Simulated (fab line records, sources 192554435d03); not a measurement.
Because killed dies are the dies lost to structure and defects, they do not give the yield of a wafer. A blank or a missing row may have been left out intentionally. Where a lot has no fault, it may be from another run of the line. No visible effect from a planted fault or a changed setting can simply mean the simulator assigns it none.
2 desks looking at one fault || flow n5 finfet || each desk holds nothing but its own numbers, with what lay behind them at the end

## DESK OF THE TOOL OWNER: litho track-02
The tool's own readings at N5_BEOL_M2_COAT_61 (time 60 s, resist thk 60 nm): means of the sampled wafers that have a number, for each lot that ran on this tool. If a lot's mean is further than 4 standard deviations from the usual mean, the lot is out of limits and carries the mark OUT (the distance appears in the brackets).
Columns: A = chill plate temp C at N5_BEOL_M2_COAT_61, usual 23.01 C; B = exhaust pa at N5_BEOL_M2_COAT_61, usual 44.9 Pa; C = plate temp C at N5_BEOL_M2_COAT_61, usual 250.05 C; D = spin speed rpm at N5_BEOL_M2_COAT_61, usual 1499.9 rpm
{"lot": "L719", "first seen here": "day 7 19:16", "A": 23.07, "B": 45.2, "C": 250.29, "D": 1499.8}
{"lot": "L720", "first seen here": "day 7 20:20", "A": 22.95, "B": 43.8, "C": 250.03, "D": "1546.4 (+39) OUT"}
{"lot": "L722", "first seen here": "day 8 14:40", "A": 22.99, "B": 44.5, "C": 249.96, "D": "1545.4 (+38) OUT"}
{"lot": "L734", "first seen here": "day 11 20:40", "A": 22.97, "B": 44.7, "C": 249.86, "D": 1501.5}
{"lot": "L736", "first seen here": "day 12 08:49", "A": 22.94, "B": 44.6, "C": 250.17, "D": 1499.5}
Finding of this desk: L720, L722 out of limits; the first was L720 at day 7 20:20, on spin speed rpm at N5_BEOL_M2_COAT_61. Within limits: L719, L734, L736.

## AT THE METROLOGY DESK
What the gauges read, lot by lot, whatever tool the lot ran on: means of the sampled wafers that have a number. If a lot's mean is further than 4 standard deviations from the usual mean, the lot is out of limits and carries the mark OUT (the distance appears in the brackets). It has 10 readings; the 7 that lie furthest out on some lot are the ones shown.
Columns: A = DIBL_N at N5_BEOL_M4_RC_MEAS_101, usual 36.0 mV/V; B = DIBL_P at N5_BEOL_M4_RC_MEAS_101, usual 36.3 mV/V; C = IOFF_N at N5_BEOL_M4_RC_MEAS_101, usual 0.16 nA/um; D = ION_N at N5_BEOL_M4_RC_MEAS_101, usual 673 uA/um; E = ION_P at N5_BEOL_M4_RC_MEAS_101, usual 461 uA/um; F = SS_P at N5_BEOL_M4_RC_MEAS_101, usual 73.2 mV/dec; G = VT_N at N5_BEOL_M4_RC_MEAS_101, usual 250 mV
{"lot": "L718", "first seen here": "day 9 10:52", "A": 35.6, "B": 36.1, "C": 0.16, "D": 673, "E": 462, "F": 73.3, "G": 250}
{"lot": "L720", "first seen here": "day 9 23:12", "A": 34.6, "B": 35.9, "C": 0.14, "D": 670, "E": 463, "F": 73.2, "G": 252}
{"lot": "L719", "first seen here": "day 10 02:00", "A": 34.2, "B": 34.7, "C": 0.12, "D": 666, "E": 457, "F": 72.6, "G": 254}
{"lot": "L722", "first seen here": "day 10 05:17", "A": 38.5, "B": 40.7, "C": 0.21, "D": 689, "E": 465, "F": 74.1, "G": 244}
{"lot": "L727", "first seen here": "day 11 10:07", "A": 34.7, "B": 34.2, "C": 0.14, "D": 677, "E": 463, "F": 72.6, "G": 251}
{"lot": "L728", "first seen here": "day 11 10:08", "A": 35.4, "B": 34.7, "C": 0.16, "D": 675, "E": 463, "F": 73.1, "G": 249}
{"lot": "L731", "first seen here": "day 12 16:12", "A": 35.2, "B": 37.0, "C": 0.16, "D": 682, "E": 464, "F": 73.5, "G": 248}
{"lot": "L734", "first seen here": "day 12 22:59", "A": 35.5, "B": 35.1, "C": 0.14, "D": 670, "E": 459, "F": 73.6, "G": 253}
{"lot": "L737", "first seen here": "day 14 06:26", "A": 38.1, "B": 37.2, "C": 0.17, "D": 680, "E": 461, "F": 73.7, "G": 249}
{"lot": "L736", "first seen here": "day 14 07:43", "A": 37.3, "B": 39.0, "C": 0.17, "D": 685, "E": 473, "F": 73.8, "G": 246}
Finding of this desk: none of the 10 lots has anything out of limits.

## PUT TOGETHER
On L720, L722, at day 7 20:20, an alarm was possible from the tool owner's desk.
The metrology desk saw nothing out of limits.
The metrology desk has L720, L722 on record, within its limits.
Every lot named ran N5_BEOL_M2_COAT_61 on litho track-02.

## WHAT WAS PUT IN BY THE SIMULATOR
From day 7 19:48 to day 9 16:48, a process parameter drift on litho track-02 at N5_BEOL_M2_COAT_61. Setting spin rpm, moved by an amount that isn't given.
Struck lots among those shown: L720, L722.
Delay in hours, fault start to first out-of-limits reading, by desk: the tool owner's desk at 1.
